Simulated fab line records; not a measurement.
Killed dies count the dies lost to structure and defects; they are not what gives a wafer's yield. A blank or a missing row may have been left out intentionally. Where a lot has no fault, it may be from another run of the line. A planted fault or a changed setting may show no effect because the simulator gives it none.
Matching of chambers + flow n5 finfet + rie diel-05 running N5_BEOL_M11_ETCH_66: 4 sister chambers
The step etches SOC in N2/H2, target depth 120 nm, overetch 24 nm, time 180 s. 16 wafers are shown with their chamber, then 8 later ones without.

WAFERS, EACH WITH ITS CHAMBER
| wafer  | chamber | drypump motor current A (A) | showerhead plenum p Torr (Torr) | rf vpp V (V) |
|--------|---------|-----------------------------|---------------------------------|--------------|
| L074.1 | 0       | 5.0                         | 2.41                            | 519.9        |
| L074.4 | 2       | 6.1                         | 2.67                            | 525.0        |
| L074.6 | 0       | 5.0                         | 2.41                            | 521.7        |
| L077.2 | 0       | 5.0                         | 2.40                            | 522.2        |
| L077.3 | 1       | 5.6                         | 2.62                            | 526.2        |
| L077.5 | 0       | 5.0                         | 2.40                            | 519.3        |
| L078.2 | 0       | 5.0                         | 2.40                            | 518.9        |
| L078.4 | 3       | 5.7                         | 2.42                            | 519.6        |
| L078.5 | 0       | 5.0                         | 2.40                            | 519.9        |
| L086.2 | 3       | 5.7                         | 2.41                            | 519.9        |
| L086.3 | 0       | 5.0                         | 2.40                            | 519.9        |
| L086.4 | 3       | 5.7                         | 2.41                            | 519.5        |
| L083.2 | 3       | 5.8                         | 2.41                            | 519.3        |
| L083.3 | 0       | 5.0                         | 2.39                            | 520.7        |
| L083.6 | 3       | 5.7                         | 2.41                            | 521.1        |
| L090.3 | 2       | 6.1                         | 2.66                            | 526.9        |

SIGNATURES (averages over the wafers above)
| reading                  | chamber 0 | chamber 1 | chamber 2 | chamber 3 | scatter within a chamber |
|--------------------------|-----------|-----------|-----------|-----------|--------------------------|
| drypump motor current A  | 5.000     | 5.600     | 6.100     | 5.720     | 0.0258                   |
| showerhead plenum p Torr | 2.4013    | 2.6200    | 2.6650    | 2.4120    | 0.0059                   |
| rf vpp V                 | 520.312   | 526.200   | 525.950   | 519.880   | 1.04                     |
Rule: a wafer's distance from a chamber is the root of the sum, over the readings, of the square of ((its reading less the chamber's mean) divided by the reading's scatter). If the next closest chamber is less than 2 further off than the closest, the wafer can't be placed; otherwise it belongs to the closest. The scatter: the root of (the sum of the squares of (reading less its chamber's mean) over the shown wafers, divided by (wafers less chambers)).

WAFERS WITH NO CHAMBER GIVEN
| wafer  | drypump motor current A (A) | showerhead plenum p Torr (Torr) | rf vpp V (V) |
|--------|-----------------------------|---------------------------------|--------------|
| L090.4 | 5.6                         | 2.62                            | 525.9        |
| L090.6 | 5.6                         | 2.62                            | 525.9        |
| L096.1 | 6.1                         | 2.66                            | 526.7        |
| L096.2 | 5.8                         | 2.41                            | 520.0        |
| L096.5 | 5.0                         | 2.39                            | 520.4        |
| L093.2 | 5.6                         | 2.61                            | 526.1        |
| L093.3 | 5.7                         | 2.40                            | 520.0        |
| L093.6 | 5.8                         | 2.40                            | 519.7        |

CHAMBER TAKEN BY EACH
| wafer  | from the rows above | in truth |
|--------|---------------------|----------|
| L090.4 | 1                   | 1        |
| L090.6 | 1                   | 1        |
| L096.1 | 2                   | 2        |
| L096.2 | 3                   | 3        |
| L096.5 | 0                   | 0        |
| L093.2 | 1                   | 1        |
| L093.3 | 3                   | 3        |
| L093.6 | 3                   | 3        |
Correctly placed: 8 of 8. Number that these rows cannot place: 0. Wrongly placed: 0.
